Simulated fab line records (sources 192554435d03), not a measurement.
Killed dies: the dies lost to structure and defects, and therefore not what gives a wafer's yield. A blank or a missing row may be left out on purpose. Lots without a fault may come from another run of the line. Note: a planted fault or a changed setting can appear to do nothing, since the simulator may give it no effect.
Split-lot trial ; flow n5_finfet ; 7 lots, 21 wafers read, on a route of 1938 steps

## THE SPLIT
At N5_BEOL_M3_EXPOSE_25 (exposes mask V2, defocus 5 nm), the setting dose_mj was moved away from the recipe's 63 on 10 of the 21 wafers read, by -6.0% to +6.3%. For the rest of the wafers, this setting stayed at what the recipe calls for.

## FROM THE SPLIT TO THE READING: what the file shows between them, 2 steps
- N5_BEOL_M3_PEB_26: peb time 60 s
- N5_BEOL_M3_DEVELOP_27: develop time 30 s

## THE READING
cd_nm, in nm, at N5_BEOL_M3_CD_MEAS_28 (target cd 25.7 nm, target cd y 23.3 nm). A value of 25.65 nm with a standard deviation of 0.25 nm is what fault-free wafers of this fab line usually give.

wafer;tool, chamber at the split;dose_mj as run;against the recipe;cd_nm, nm;against lot-mates on the recipe
L075.1;euv_scanner-02, 0;63;recipe;25.50;-
L075.4;euv_scanner-02, 0;63;recipe;25.26;-
L075.6;euv_scanner-02, 0;63;recipe;25.32;-
L076.1;euv_scanner-02, 0;63;recipe;25.73;-
L076.4;euv_scanner-02, 0;63;recipe;25.74;-
L076.6;euv_scanner-02, 0;59.21;-6.0%;24.46;-1.27
L077.2;euv_scanner-02, 0;63;recipe;25.61;-
L077.3;euv_scanner-02, 0;59.65;-5.3%;24.54;-1.25
L077.4;euv_scanner-02, 0;63;recipe;25.96;-
L078.1;euv_scanner-02, 0;65.86;+4.5%;26.39;no lot-mate on the recipe
L078.4;euv_scanner-02, 0;65.86;+4.5%;26.05;no lot-mate on the recipe
L078.6;euv_scanner-02, 0;65.86;+4.5%;25.89;no lot-mate on the recipe
L079.1;euv_scanner-01, 0;63;recipe;25.26;-
L079.3;euv_scanner-01, 0;66.96;+6.3%;26.73;+1.20
L079.4;euv_scanner-01, 0;63;recipe;25.81;-
L080.1;euv_scanner-01, 0;63;recipe;25.91;-
L080.4;euv_scanner-01, 0;59.33;-5.8%;24.19;-1.72
L080.6;euv_scanner-01, 0;59.33;-5.8%;24.30;-1.61
L094.4;euv_scanner-01, 0;61.32;-2.7%;24.87;-0.76
L094.5;euv_scanner-01, 0;61.32;-2.7%;25.06;-0.57
L094.6;euv_scanner-01, 0;63;recipe;25.63;-

THE FIT
A straight line over all 21 wafers: cd_nm changes by +0.181 nm for each +1% of dose_mj; r = +0.94; the points scatter about the line by 0.25 nm.
The same after taking each lot's own level away (the mean of its wafers on the recipe; 18 wafers): +0.235 nm for each +1%; r = +0.97; scatter 0.18 nm.
The reading moves by 1.5 nm for the largest change in dose_mj, on that fit.
The lots' own levels span 25.360 to 25.910 nm, that is 2.2 times the standard deviation above.
So the slope is not independent of the lot-to-lot level: the two fits are not the same.
Check: with one of the wafers moved furthest among these (+6.3%) left out of the fit, the line predicts +1.6 nm for it against its lot-mates. Against them it came out at +1.2 nm.

## ADDITIONAL SPLITS CARRIED BY THESE WAFERS
Before the reading, these wafers also passed through other splits. Each is held against what the fit with the lots' levels taken away leaves over:
other split on the same wafers;wafers away from the commonest value;r with cd_nm (lot level and that fit taken away)
N5_BEOL_M2_COAT_73 spin_rpm;5;+0.21
N5_BEOL_M3_ILD_DEP_00 time_s;4;+0.26

## THE FILE'S OWN FIT
cd_nm changes by +0.23 nm for each +1% of dose_mj, r = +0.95.
